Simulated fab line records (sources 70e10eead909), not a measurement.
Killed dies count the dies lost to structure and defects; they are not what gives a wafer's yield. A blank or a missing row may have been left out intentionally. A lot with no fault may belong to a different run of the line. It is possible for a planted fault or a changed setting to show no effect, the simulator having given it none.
Which tool did it?	flow nand harc	20 lots, 60 wafers sampled, at 6 steps of a route of 1159

== WHAT EACH GAUGE READ, for each wafer ==
The record lacks any reading of a measuring or inspecting step that a usual standard deviation could be used to judge.

== EACH LOT AND THE TOOL THAT RAN IT (in order: tool; ch and the chambers of the sampled wafers; start) ==
lot	NHARC_A_STAIRCASE_DESCUM_168	NHARC_A_STAIRCASE_TRIM_12	NHARC_A_STAIRCASE_ETCH_15	NHARC_A_STAIRCASE_TRIM_20	NHARC_A_STAIRCASE_ETCH_27	NHARC_A_STAIRCASE_TRIM_191
L074	rie diel-06 ch 1,2,3, day 10 11:28	rie diel-08 ch 2,3, day 10 13:16	rie diel-08 ch 0,1,2, day 10 14:25 or earlier	rie diel-06 ch 1,2,3, day 10 14:25	rie diel-06 ch 0,1,3, no start	rie diel-06 ch 0,1, no start
L075	rie diel-08 ch 2,3, day 11 04:09	rie diel-12 ch 0,2,3, day 11 06:04	rie diel-12 ch 0,1,2, day 11 07:13 or earlier	rie diel-08 ch 1,2,3, day 11 07:13	rie diel-08 ch 1,2, no start	rie diel-08 ch 1,2, no start
L078	rie diel-12 ch 0,2,3, day 11 15:19	rie diel-08 ch 1,2,3, day 11 18:43	rie diel-08 ch 0,2, day 11 19:59 or earlier	rie diel-06 ch 1,3, day 11 19:59	rie diel-06 ch 0,2, no start	rie diel-12 ch 0,1,3, no start
L077	rie diel-12 ch 0,2,3, day 11 15:22	rie diel-06 ch 1,2,3, day 11 19:09	rie diel-06 ch 1,2,3, day 11 20:16 or earlier	rie diel-08 ch 1,2,3, day 11 20:16	rie diel-08 ch 0,1,3, no start	rie diel-06 ch 1,2,3, no start
L081	rie diel-06 ch 1,3, day 12 06:14	rie diel-06 ch 1,2, day 12 08:08	rie diel-06 ch 0,1,2, day 12 09:17 or earlier	rie diel-08 ch 0,1, day 12 09:17	rie diel-08 ch 1,2,3, no start	rie diel-08 ch 0,2,3, no start
L080	rie diel-08 ch 2,3, day 12 06:32	rie diel-06 ch 0,1, day 12 08:29	rie diel-06 ch 0,1,2, day 12 09:35 or earlier	rie diel-12 ch 0,2, day 12 09:35	rie diel-12 ch 1,2,3, no start	rie diel-08 ch 0,2,3, no start
L079	rie diel-06 ch 1,2, day 12 09:56	rie diel-12 ch 1,2,3, day 12 12:01	rie diel-12 ch 0,1,2, day 12 13:09 or earlier	rie diel-06 ch 2,3, day 12 13:09	rie diel-06 ch 0,3, no start	rie diel-08 ch 0,2,3, no start
L082	rie diel-08 ch 1,2,3, day 13 02:14	rie diel-08 ch 1,2, day 13 04:10	rie diel-08 ch 0,2, day 13 05:34 or earlier	rie diel-06 ch 0,1,3, day 13 05:34	rie diel-06 ch 2,3, no start	rie diel-08 ch 0,2,3, no start
L086	rie diel-06 ch 1,3, day 13 19:20	rie diel-06 ch 0,1, day 13 21:22	rie diel-06 ch 1,2,3, day 13 23:03 or earlier	rie diel-12 ch 0,2,3, day 13 23:03	rie diel-12 ch 2,3, no start	rie diel-06 ch 0,2,3, no start
L085	rie diel-06 ch 0,2,3, day 13 19:40	rie diel-06 ch 0,1,2, day 13 21:43	rie diel-06 ch 0,1,3, day 13 23:44 or earlier	rie diel-06 ch 1,3, day 13 23:44	rie diel-06 ch 0,2,3, no start	rie diel-08 ch 1,2, no start
L088	rie diel-08 ch 0,2,3, day 14 11:01	rie diel-06 ch 0,1,2, day 14 12:57	rie diel-06 ch 0,1, day 14 13:58 or earlier	rie diel-06 ch 0,2, day 14 13:58	rie diel-06 ch 0,2,3, no start	rie diel-12 ch 0,2,3, no start
L087	rie diel-06 ch 2,3, day 14 11:11	rie diel-12 ch 0,3, day 14 13:05	rie diel-12 ch 1,2, day 14 14:14 or earlier	rie diel-12 ch 1,2, day 14 14:14	rie diel-12 ch 0,2,3, no start	rie diel-08 ch 0,3, no start
L090	rie diel-08 ch 0,3, day 14 18:50	rie diel-12 ch 1,3, day 14 21:19	rie diel-12 ch 0,1,3, day 14 23:03 or earlier	rie diel-12 ch 0,1,2, day 14 23:03	rie diel-12 ch 0,1,3, no start	rie diel-08 ch 0,2,3, no start
L091	rie diel-12 ch 0,1, day 15 01:50	rie diel-06 ch 0,1,2, day 15 03:46	rie diel-06 ch 0,1,3, day 15 04:46 or earlier	rie diel-06 ch 0,3, day 15 04:46	rie diel-06 ch 0,1, no start	rie diel-12 ch 1,3, no start
L092	rie diel-12 ch 0,1,2, day 15 06:38	rie diel-08 ch 1,3, day 15 09:58	rie diel-08 ch 2,3, day 15 11:11 or earlier	rie diel-08 ch 0,2,3, day 15 11:11	rie diel-08 ch 0,3, no start	rie diel-08 ch 0,1,3, no start
L093	rie diel-08 ch 1,2,3, day 15 06:56	rie diel-06 ch 0,2,3, day 15 09:41	rie diel-06 ch 2,3, day 15 10:43 or earlier	rie diel-06 ch 0,2,3, day 15 10:43	rie diel-06 ch 0,2, no start	rie diel-06 ch 0,1,3, no start
L094	rie diel-06 ch 0,1,3, day 15 15:00	rie diel-12 ch 2,3, day 15 16:54	rie diel-12 ch 0,2,3, day 15 17:59 or earlier	rie diel-12 ch 0,1, day 15 17:59	rie diel-12 ch 0,1,3, no start	rie diel-12 ch 0,3, no start
L095	rie diel-06 ch 0,1,2, day 15 18:45	rie diel-08 ch 0,1,2, day 15 20:35	rie diel-08 ch 0,1,3, day 15 21:37 or earlier	rie diel-06 ch 2,3, day 15 21:37	rie diel-06 ch 1,2,3, no start	rie diel-08 ch 0,1,2, no start
L096	rie diel-06 ch 0,2,3, day 15 21:16	rie diel-06 ch 0,2,3, day 15 23:10	rie diel-06 ch 0,1,3, day 16 00:14 or earlier	rie diel-12 ch 0,2,3, day 16 00:14	rie diel-12 ch 0,2,3, no start	rie diel-08 ch 0,3, no start
L097	rie diel-12 ch 0,2,3, day 16 00:35	rie diel-12 ch 1,2,3, day 16 02:32	rie diel-12 ch 0,2,3, day 16 03:34 or earlier	rie diel-06 ch 0,1,3, day 16 03:34	rie diel-06 ch 0,2,3, no start	rie diel-12 ch 0,2,3, no start
- NHARC_A_STAIRCASE_DESCUM_168: chemistry O2, time 3 s.
- NHARC_A_STAIRCASE_TRIM_12: chemistry O2, time 211.2 s.
- NHARC_A_STAIRCASE_ETCH_15: etches the open film in C4F8/O2, target depth 100 nm, time 40.5 s.
- NHARC_A_STAIRCASE_TRIM_20: chemistry O2, time 211.2 s.
- NHARC_A_STAIRCASE_ETCH_27: etches the open film in C4F8/O2, target depth 100 nm, time 40.5 s.
- NHARC_A_STAIRCASE_TRIM_191: chemistry O2, time 211.2 s.

== WHAT THE TOOLS THEMSELVES READ (means of the sampled wafers that have a number; where no wafer has one, the mark that the record gives instead) ==
NHARC_A_STAIRCASE_DESCUM_168. Usual: drypump motor current A 5.7 A, standard deviation 0.4; mfc ar sccm 0.008 sccm, standard deviation 0.009; oes product au 1.000 a.u., standard deviation 0.0079; rf vpp V 57.9 V, standard deviation 0.89; showerhead plenum p Torr 1.91 Torr, standard deviation 0.093; throttle valve pct 11.312 %, standard deviation 0.0098.
lot	tool	drypump motor current A (A)	mfc ar sccm (sccm)	oes product au (a.u.)	rf vpp V (V)	showerhead plenum p Torr (Torr)	throttle valve pct (%)	flag
L074	rie diel-06	5.9	0.009	1.003	57.3	1.96	11.317	
L075	rie diel-08	5.4	0.000	1.004	57.8	1.80	11.314	
L078	rie diel-12	5.6	0.006	1.001	57.5	1.92	11.312	
L077	rie diel-12	5.7	0.006	1.008	57.6	1.92	11.310	
L081	rie diel-06	5.8	0.007	0.994	57.9	1.96	11.309	
L080	rie diel-08	5.4	0.000	1.008	57.5	1.80	11.311	
L079	rie diel-06	6.2	0.016	0.998	57.9	1.87	11.313	
L082	rie diel-08	5.4	0.001	1.014	57.6	1.84	11.314	
L086	rie diel-06	5.8	0.007	0.990	58.2	1.96	11.313	
L085	rie diel-06	5.6	0.005	0.991	58.1	2.00	11.307	
L088	rie diel-08	5.5	0.009	1.012	57.3	1.85	11.313	
L087	rie diel-06	5.6	0.002	0.994	58.7	2.04	11.312	
L090	rie diel-08	5.2	0.009	0.994	57.4	1.86	11.316	
L091	rie diel-12	6.0	0.006	1.010	58.2	1.92	11.321	
L092	rie diel-12	5.7	0.009	0.999	57.6	1.90	11.315	
L093	rie diel-08	5.4	0.001	1.010	57.2	1.83	11.307	
L094	rie diel-06	5.8	0.010	0.989	58.7	1.92	11.318	
L095	rie diel-06	5.9	0.012	1.005	58.2	1.91	11.310	
L096	rie diel-06	5.6	0.005	0.997	58.3	1.99	11.305	
L097	rie diel-12	5.6	0.006	1.000	57.7	1.91	11.303	

NHARC_A_STAIRCASE_TRIM_12. Usual: drypump motor current A 5.7 A, standard deviation 0.39; mfc ar sccm 0.008 sccm, standard deviation 0.0091; oes product au 1.002 a.u., standard deviation 0.0079; rf vpp V 57.8 V, standard deviation 0.92; showerhead plenum p Torr 3.53 Torr, standard deviation 0.16; throttle valve pct 17.036 %, standard deviation 0.0087.
lot	tool	drypump motor current A (A)	mfc ar sccm (sccm)	oes product au (a.u.)	rf vpp V (V)	showerhead plenum p Torr (Torr)	throttle valve pct (%)	flag
L074	rie diel-08	5.4	0.000	1.011	58.1	3.33	17.045	
L075	rie diel-12	5.7	0.006	1.005	57.2	3.55	17.039	
L078	rie diel-08	5.5	0.001	1.008	57.2	3.40	17.041	
L077	rie diel-06	5.9	0.009	0.999	59.2	3.60	17.045	
L081	rie diel-06	6.2	0.016	1.000	58.3	3.44	17.038	
L080	rie diel-06	6.2	0.017	0.999	57.2	3.40	17.034	
L079	rie diel-12	5.6	0.009	1.006	57.1	3.47	17.026	
L082	rie diel-08	5.7	0.001	1.010	57.2	3.38	17.031	
L086	rie diel-06	5.9	0.014	0.998	58.4	3.48	17.040	
L085	rie diel-06	5.9	0.012	0.998	57.5	3.52	17.043	
L088	rie diel-06	5.9	0.012	0.990	57.8	3.52	17.034	
L087	rie diel-12	5.8	0.000	1.012	58.8	3.58	17.039	
L090	rie diel-12	5.8	0.003	1.011	58.6	3.51	17.032	
L091	rie diel-06	6.0	0.012	0.997	57.4	3.52	17.036	
L092	rie diel-08	5.2	0.001	0.999	57.1	3.40	17.037	
L093	rie diel-06	5.7	0.005	0.994	59.2	3.67	17.036	
L094	rie diel-12	5.4	0.011	1.005	58.0	3.42	17.035	
L095	rie diel-08	5.8	0.010	1.005	57.8	3.48	17.037	
L096	rie diel-06	5.6	0.005	1.004	59.0	3.67	17.040	
L097	rie diel-12	5.6	0.009	1.000	57.7	3.45	17.042	

NHARC_A_STAIRCASE_ETCH_15. Usual: bias w 999.8 W, standard deviation 2.8; oes product au 0.941 a.u., standard deviation 0.01; rf vpp V 896 V, standard deviation 5.9.
lot	tool	bias w (W)	oes product au (a.u.)	rf vpp V (V)	flag
L074	rie diel-08	1001.6	0.946	895	
L075	rie diel-12	998.7	0.939	896	
L078	rie diel-08	998.7	0.939	893	
L077	rie diel-06	999.7	0.937	899	
L081	rie diel-06	1000.6	0.935	897	
L080	rie diel-06	1001.8	0.938	895	
L079	rie diel-12	997.9	0.944	896	
L082	rie diel-08	1000.2	0.946	896	
L086	rie diel-06	999.5	0.938	898	
L085	rie diel-06	996.1	0.922	897	
L088	rie diel-06	1000.1	0.934	891	
L087	rie diel-12	998.2	0.961	893	
L090	rie diel-12	998.8	0.940	898	
L091	rie diel-06	1003.0	0.937	897	
L092	rie diel-08	1001.9	0.956	889	
L093	rie diel-06	1000.3	0.933	902	
L094	rie diel-12	1000.0	0.935	895	
L095	rie diel-08	996.7	0.947	895	
L096	rie diel-06	1000.8	0.954	895	
L097	rie diel-12	1001.0	0.949	896	

NHARC_A_STAIRCASE_TRIM_20. Usual: drypump motor current A 5.8 A, standard deviation 0.38; mfc ar sccm 0.008 sccm, standard deviation 0.0084; oes product au 0.999 a.u., standard deviation 0.0085; rf vpp V 57.8 V, standard deviation 0.93; showerhead plenum p Torr 3.53 Torr, standard deviation 0.16; throttle valve pct 17.036 %, standard deviation 0.0086.
lot	tool	drypump motor current A (A)	mfc ar sccm (sccm)	oes product au (a.u.)	rf vpp V (V)	showerhead plenum p Torr (Torr)	throttle valve pct (%)	flag
L074	rie diel-06	5.9	0.009	0.996	57.9	3.60	17.036	
L075	rie diel-08	5.4	0.001	1.005	57.8	3.40	17.041	
L078	rie diel-06	6.1	0.014	0.987	57.6	3.46	17.037	
L077	rie diel-08	5.4	0.001	1.007	57.5	3.40	17.027	
L081	rie diel-08	5.9	0.019	1.009	58.2	3.61	17.034	
L080	rie diel-12	5.5	0.011	0.999	58.3	3.49	17.030	
L079	rie diel-06	5.6	0.002	0.997	58.1	3.75	17.043	
L082	rie diel-06	5.8	0.010	0.995	57.0	3.55	17.031	
L086	rie diel-12	5.6	0.006	1.008	58.2	3.53	17.029	
L085	rie diel-06	6.1	0.014	0.993	58.5	3.45	17.029	
L088	rie diel-06	5.7	0.009	0.994	59.1	3.61	17.046	
L087	rie diel-12	5.7	0.012	0.998	57.2	3.44	17.026	
L090	rie diel-12	5.7	0.009	1.004	57.8	3.51	17.036	
L091	rie diel-06	5.6	0.007	0.995	57.8	3.63	17.036	
L092	rie diel-08	5.5	0.009	1.003	57.6	3.42	17.034	
L093	rie diel-06	5.6	0.005	0.995	58.1	3.67	17.041	
L094	rie diel-12	6.1	0.003	1.002	58.0	3.61	17.044	
L095	rie diel-06	5.6	0.002	0.992	57.6	3.73	17.042	
L096	rie diel-12	5.6	0.006	1.001	58.2	3.52	17.032	
L097	rie diel-06	5.8	0.010	1.000	58.2	3.53	17.040	

NHARC_A_STAIRCASE_ETCH_27. Usual: bias w 1000 W, standard deviation 3; oes product au 0.944 a.u., standard deviation 0.009; rf vpp V 896 V, standard deviation 6.
lot	tool	bias w (W)	oes product au (a.u.)	rf vpp V (V)	flag
L074	rie diel-06	998	0.934	897	
L075	rie diel-08	999	0.953	894	
L078	rie diel-06	997	0.946	901	
L077	rie diel-08	998	0.945	895	
L081	rie diel-08	998	0.946	891	
L080	rie diel-12	1000	0.942	894	
L079	rie diel-06	1003	0.949	900	
L082	rie diel-06	1000	0.940	904	
L086	rie diel-12	1000	0.945	894	
L085	rie diel-06	997	0.943	901	
L088	rie diel-06	1000	0.936	901	
L087	rie diel-12	999	0.942	896	
L090	rie diel-12	1000	0.949	898	
L091	rie diel-06	998	0.936	890	
L092	rie diel-08	1001	0.938	896	
L093	rie diel-06	999	0.951	900	
L094	rie diel-12	1001	0.939	897	
L095	rie diel-06	1002	0.946	897	
L096	rie diel-12	1000	0.936	897	
L097	rie diel-06	1003	0.946	900	

NHARC_A_STAIRCASE_TRIM_191. Usual: drypump motor current A 5.7 A, standard deviation 0.42; mfc ar sccm 0.008 sccm, standard deviation 0.0099; oes product au 1.002 a.u., standard deviation 0.0079; rf vpp V 57.6 V, standard deviation 0.95; showerhead plenum p Torr 3.50 Torr, standard deviation 0.15; throttle valve pct 17.035 %, standard deviation 0.0091.
lot	tool	drypump motor current A (A)	mfc ar sccm (sccm)	oes product au (a.u.)	rf vpp V (V)	showerhead plenum p Torr (Torr)	throttle valve pct (%)	flag
L074	rie diel-06	5.9	0.014	0.997	57.8	3.49	17.030	
L075	rie diel-08	5.7	0.001	1.010	58.2	3.39	17.028	
L078	rie diel-12	5.9	0.003	1.014	57.9	3.57	17.035	
L077	rie diel-06	5.9	0.009	0.997	58.5	3.60	17.034	
L081	rie diel-08	5.5	0.009	1.006	57.4	3.44	17.040	
L080	rie diel-08	5.5	0.009	1.011	56.6	3.44	17.033	
L079	rie diel-08	5.5	0.009	1.009	58.0	3.44	17.038	
L082	rie diel-08	5.5	0.009	1.006	57.8	3.43	17.029	
L086	rie diel-06	5.6	0.005	0.996	57.8	3.68	17.031	
L085	rie diel-08	5.7	0.001	1.014	57.9	3.38	17.035	
L088	rie diel-12	5.7	0.006	1.006	58.1	3.53	17.039	
L087	rie diel-08	5.2	0.009	0.997	58.2	3.44	17.026	
L090	rie diel-08	5.5	0.009	1.003	58.0	3.43	17.037	
L091	rie diel-12	5.9	0.006	0.998	58.0	3.49	17.037	
L092	rie diel-08	5.6	0.010	1.003	57.8	3.49	17.044	
L093	rie diel-06	5.8	0.010	0.997	56.9	3.54	17.036	
L094	rie diel-12	5.8	0.000	0.993	57.4	3.57	17.037	
L095	rie diel-08	5.8	0.010	1.000	57.5	3.48	17.039	
L096	rie diel-08	5.6	0.019	0.994	57.9	3.54	17.031	
L097	rie diel-12	5.7	0.006	1.008	57.7	3.52	17.026	

== THE ANSWER, worked out from the rows above alone ==
Rule: lot off if the mean of its wafers having a number is beyond 3 standard deviations from the usual mean. Also off: a lot with no number at a reading for which 4 or more lots have one. Where the step has rows for the other lots, those lots are counted as sound. The gauges are gone through in route order, then the tools' own readings, and for those a lot's mean is taken as printed above. The first step at which some lot is off is used, and at that step the reading that is off furthest; a lot without a number counts as furthest.
Across all readings shown, no lot is off: no conclusion can be drawn from this.

== WHAT HAD BEEN PUT IN BY THE SIMULATOR ==
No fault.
